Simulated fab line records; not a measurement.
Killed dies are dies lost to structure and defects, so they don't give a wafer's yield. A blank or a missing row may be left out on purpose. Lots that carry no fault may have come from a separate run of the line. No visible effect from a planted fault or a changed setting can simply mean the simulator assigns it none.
Which of the tools did it? ; flow n5 finfet ; 12 lots, 36 wafers sampled, at 4 steps of a route of 1938

== WHAT THE GAUGES SHOWED, per wafer ==
N5_BEOL_M8_OVL_MEAS_12.
lot;measured;on;M8_OVL (nm)
L622;day 10 10:04;overlay-02;0.0 0.3 0.5
L623;day 11 07:40;overlay-02;-0.2 -0.3 0.3
L624;day 11 08:03;overlay-01;-0.5 0.1 0.7
L628;day 12 02:16;overlay-02;0.7 0.5 0.0
L630;day 13 03:38;overlay-02;0.0 0.6 0.2
L631;day 13 08:32;overlay-01;-0.1 0.5 0.3
L632;day 14 03:56;overlay-02;0.5 -0.4 -0.9
L633;day 14 07:41;overlay-01;-1.3 -0.6 -1.5
L635;day 15 05:01;overlay-02;-0.1 -0.9 -0.5
L639;day 16 15:53;overlay-01;0.9 -0.2 0.6
L638;day 16 20:35;overlay-01;1.0 0.4 0.4
L643;day 17 18:44;overlay-01;0.0 -0.4 0.3

N5_BEOL_M8_CD_MEAS_28: target cd 40 nm.
lot;measured;on;cd nm (nm)
L622;day 10 13:01;cd sem-03;40.18 40.15 40.07
L623;day 11 20:25;cd sem-03;40.06 39.88 40.42
L624;day 11 17:56;cd sem-03;39.93 39.72 40.03
L628;day 12 04:26;cd sem-01;40.04 40.08 40.23
L630;day 13 07:44;cd sem-01;39.52 39.81 39.99
L631;day 13 09:38;cd sem-03;39.74 39.99 40.05
L632;day 14 05:38;cd sem-02;40.14 40.06 40.15
L633;day 14 09:50;cd sem-03;39.76 39.84 40.16
L635;day 15 07:09;cd sem-03;39.88 39.93 39.92
L639;day 16 19:17;cd sem-01;39.85 39.66 39.27
L638;day 16 21:27;cd sem-01;39.72 39.77 40.22
L643;day 17 20:02;cd sem-03;39.86 39.85 40.04

== TOOL THAT RAN EACH LOT (tool first, then ch and the chambers of the sampled wafers, then the start) ==
lot;N5_BEOL_M8_ETCH_62;N5_BEOL_M8_COAT_71
L622;rie diel-03 ch 0,3, day 10 10:13;litho track-05 ch 0, day 10 12:37
L623;rie diel-06 ch 0,3, day 11 08:19;litho track-04 ch 0, day 11 20:02
L624;rie diel-03 ch 0,3, day 11 08:35;litho track-01 ch 0, day 11 17:32
L628;rie diel-05 ch 0,1,2, day 12 02:51;litho track-04 ch 0, day 12 04:10
L630;rie diel-06 ch 0,1, day 13 03:52;litho track-04 ch 0, day 13 07:20
L631;rie diel-03 ch 2,3, day 13 08:44;litho track-01 ch 0, day 13 09:22
L632;rie diel-05 ch 1,2, day 14 04:41;litho track-05 ch 0, day 14 05:15
L633;rie diel-06 ch 0,1, day 14 07:50;litho track-01 ch 0, day 14 09:34
L635;rie diel-06 ch 0,1,2, day 15 05:10;litho track-01 ch 0, day 15 06:46
L639;rie diel-03 ch 2,3, day 16 16:02;litho track-01 ch 0, day 16 18:53
L638;rie diel-06 ch 0,1,3, day 16 20:44;litho track-05 ch 0, day 16 21:08
L643;rie diel-06 ch 1,2, day 17 19:17;litho track-05 ch 0, day 17 19:46
- N5_BEOL_M8_ETCH_62: etches SOC in N2/H2, target depth 110 nm, overetch 22 nm, time 165 s.
- N5_BEOL_M8_COAT_71: time 60 s, resist thk 5 nm.

== AS READ BY THE TOOLS THEMSELVES (means over the sampled wafers that have a number; for cases with no such wafer, the mark the record gives instead) ==
N5_BEOL_M8_ETCH_62.
lot;tool;drypump motor current A (A);h2 flow sccm (sccm);oes product au (a.u.);rf vpp V (V);showerhead plenum p Torr (Torr);temp c (C);throttle valve pct (%)
L622;rie diel-03;5.41;200.0;0.65;524.3;2.55;39.96;17.85
L623;rie diel-06;5.46;201.0;0.63;521.4;2.46;39.99;18.00
L624;rie diel-03;5.39;200.0;0.64;523.6;2.54;39.94;17.86
L628;rie diel-05;5.52;199.8;0.66;525.6;2.58;40.04;17.88
L630;rie diel-06;5.75;199.6;0.63;522.6;2.50;39.97;17.71
L631;rie diel-03;5.37;200.1;0.66;522.2;2.48;39.87;17.98
L632;rie diel-05;5.79;200.4;0.64;523.4;2.53;39.93;17.77
L633;rie diel-06;5.67;200.0;0.61;521.1;2.44;39.98;17.89
L635;rie diel-06;5.56;200.2;0.60;521.6;2.48;39.95;17.79
L639;rie diel-03;5.39;200.0;0.64;522.6;2.47;39.97;18.03
L638;rie diel-06;5.58;199.7;0.69;524.7;2.59;40.02;17.79
L643;rie diel-06;5.69;200.0;0.68;522.5;2.52;40.16;17.53

N5_BEOL_M8_COAT_71.
lot;tool;resist line temp C (C);spin speed rpm (rpm)
L622;litho track-05;23.02;1500.8
L623;litho track-04;22.87;1500.5
L624;litho track-01;22.95;1500.1
L628;litho track-04;23.10;1446.4
L630;litho track-04;23.15;1445.7
L631;litho track-01;22.89;1500.7
L632;litho track-05;22.95;1499.5
L633;litho track-01;23.08;1499.2
L635;litho track-01;22.96;1500.7
L639;litho track-01;22.96;1500.3
L638;litho track-05;23.10;1500.0
L643;litho track-05;23.01;1499.6

== THE ANSWER, worked out from the rows above alone ==
Rule: what is usual is taken from the lots themselves. Put in order of their means at a reading, lots are off if they are a third of the lots or fewer, leave a main group of 4 or more, and stand apart from it by a gap of 3 or more times the standard deviation of the main group's means; of several such gaps the widest counts. Not used: any main group whose means are identical at the precision the tables above print for the reading. Also off: a lot with no number at a reading for which 4 or more lots have one. The other lots that the step has rows for count as sound. After the gauges, taken in route order, come the tools' own readings; for these a lot's mean is taken, as printed above. The first step at which some lot is off is used, and at that step the reading that is off furthest; a lot without a number counts as furthest.
Off at N5_BEOL_M8_COAT_71 (spin speed rpm): L628, L630. Mean 1500.1 rpm and standard deviation 0.53 in the main group.
A tool fits if, at that step or a process step before it, it ran every lot that is off, and no sound lot after the first of them. One fits: litho track-04 at N5_BEOL_M8_COAT_71. Its last sound lot is L623 (day 11 20:02), its first lot that is off L628 (day 12 04:10): a fault that began between those two fits.
The tool's own readings at N5_BEOL_M8_COAT_71 bear it out: on the lots that are off they differ by more than 5 times the standard deviation of the sound lots' means. spin speed rpm reads 1446.1 rpm there against 1500.1 rpm on the sound lots.

== WHAT HAD BEEN PUT IN BY THE SIMULATOR ==
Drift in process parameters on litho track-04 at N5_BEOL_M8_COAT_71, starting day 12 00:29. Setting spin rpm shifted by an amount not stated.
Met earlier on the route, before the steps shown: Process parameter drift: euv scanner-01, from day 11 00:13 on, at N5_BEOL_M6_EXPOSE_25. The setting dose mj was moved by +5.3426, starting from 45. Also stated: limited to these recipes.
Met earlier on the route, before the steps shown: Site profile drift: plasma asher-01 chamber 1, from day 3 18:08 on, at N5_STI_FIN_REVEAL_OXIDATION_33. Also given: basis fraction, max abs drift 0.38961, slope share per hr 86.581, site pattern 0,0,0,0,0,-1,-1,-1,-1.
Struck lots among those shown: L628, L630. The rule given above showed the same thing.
